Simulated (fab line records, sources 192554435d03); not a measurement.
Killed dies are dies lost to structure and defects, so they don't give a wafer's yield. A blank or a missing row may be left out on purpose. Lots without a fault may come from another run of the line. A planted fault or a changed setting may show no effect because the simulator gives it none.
Which tool did it? | flow n5_finfet | 11 lots, 30 wafers sampled, at 5 steps of a route of 1938

WHAT THE GAUGES READ, wafer by wafer
N5_BEOL_M4_RC_MEAS_101.
lot  | measured     | on        | DIBL_N (mV/V)
L944 | day 8 03:04  | prober-01 | 35.5 35.7 34.9
L945 | day 8 07:41  | prober-02 | 32.6 32.3 32.3
L946 | day 8 16:58  | prober-02 | 35.0 33.2 33.3
L949 | day 9 08:29  | prober-01 | 34.8 36.4 36.4
L950 | day 10 03:58 | prober-02 | 31.6 33.2 33.5
L951 | day 11 13:41 | prober-02 | 36.3 34.7
L954 | day 11 15:45 | prober-01 | 36.1 35.3 37.2
L953 | day 11 21:16 | prober-02 | 36.4 37.1
L956 | day 11 21:16 | prober-01 | 39.2 36.9
L959 | day 13 14:58 | prober-02 | 36.1 36.9 36.7
L966 | day 14 14:23 | prober-01 | 36.8 37.2 36.1

WHICH TOOL RAN EACH LOT (tool, then ch and the chambers of the sampled wafers, then the start)
lot  | N5_BEOL_M4_SPUTTER_86        | N5_BEOL_M4_ANNEAL_87         | N5_BEOL_M4_SPUTTER_96        | N5_BEOL_M4_CO_CAP_55
L944 | pvd_sputter-03, day 8 00:33  | pvd_sputter-03, day 8 00:38  | pvd_sputter-03, day 8 01:39  | cvd_co-01 ch 0,1,2, day 8 02:31
L945 | pvd_sputter-01, day 8 05:07  | pvd_sputter-01, day 8 05:12  | pvd_sputter-01, day 8 06:13  | cvd_co-02 ch 0,1, day 8 07:08
L946 | pvd_sputter-01, day 8 14:04  | pvd_sputter-01, day 8 14:09  | pvd_sputter-01, day 8 15:10  | cvd_co-01 ch 1,2, day 8 16:25
L949 | pvd_sputter-01, day 9 06:17  | pvd_sputter-01, day 9 06:22  | pvd_sputter-01, day 9 07:23  | cvd_co-01 ch 0,2, day 9 08:16
L950 | pvd_sputter-03, day 10 01:35 | pvd_sputter-03, day 10 01:40 | pvd_sputter-03, day 10 02:41 | cvd_co-01 ch 1,2, day 10 03:33
L951 | pvd_sputter-02, day 11 11:30 | pvd_sputter-02, day 11 11:35 | pvd_sputter-02, day 11 12:36 | cvd_co-01 ch 0,2, day 11 13:28
L954 | pvd_sputter-01, day 11 13:20 | pvd_sputter-01, day 11 13:25 | pvd_sputter-01, day 11 14:26 | cvd_co-02 ch 1,2, day 11 15:22
L953 | pvd_sputter-01, day 11 18:55 | pvd_sputter-01, day 11 18:59 | pvd_sputter-01, day 11 20:01 | cvd_co-01 ch 0,2, day 11 20:53
L956 | pvd_sputter-02, day 11 19:03 | pvd_sputter-02, day 11 19:08 | pvd_sputter-02, day 11 20:09 | cvd_co-01 ch 1, day 11 21:01
L959 | pvd_sputter-02, day 13 12:40 | pvd_sputter-02, day 13 12:45 | pvd_sputter-02, day 13 13:51 | cvd_co-02 ch 1,2, day 13 14:43
L966 | pvd_sputter-03, day 14 11:55 | pvd_sputter-03, day 14 12:00 | pvd_sputter-03, day 14 13:01 | cvd_co-02 ch 0,2, day 14 14:09
- N5_BEOL_M4_SPUTTER_86: material Cu, target thk 4.5 nm, time 8.29 s.
- N5_BEOL_M4_ANNEAL_87: time 240 s.
- N5_BEOL_M4_SPUTTER_96: material Cu, target thk 4.5 nm, time 8.29 s.
- N5_BEOL_M4_CO_CAP_55: material Co, precursor CCTBA/H2, target thk 2 nm, time 102.1 s.

THE ANSWER, worked out from the rows above alone
Rule: what is usual is taken from the lots themselves. Put in order of their means at a reading, lots are off if they are a third of the lots or fewer, leave a main group of 4 or more, and stand apart from it by a gap of 3 or more times the standard deviation of the main group's means; of several such gaps the widest counts. A main group whose means are all the same, to the digits that the tables above print for the reading, isn't used. A lot without any number at a reading at which 4 lots or more have one is off too. The other lots that the step has rows for count as sound.
No lot is off at any reading shown: from this, nothing can be told.

WHAT THE SIMULATOR HAD PUT IN
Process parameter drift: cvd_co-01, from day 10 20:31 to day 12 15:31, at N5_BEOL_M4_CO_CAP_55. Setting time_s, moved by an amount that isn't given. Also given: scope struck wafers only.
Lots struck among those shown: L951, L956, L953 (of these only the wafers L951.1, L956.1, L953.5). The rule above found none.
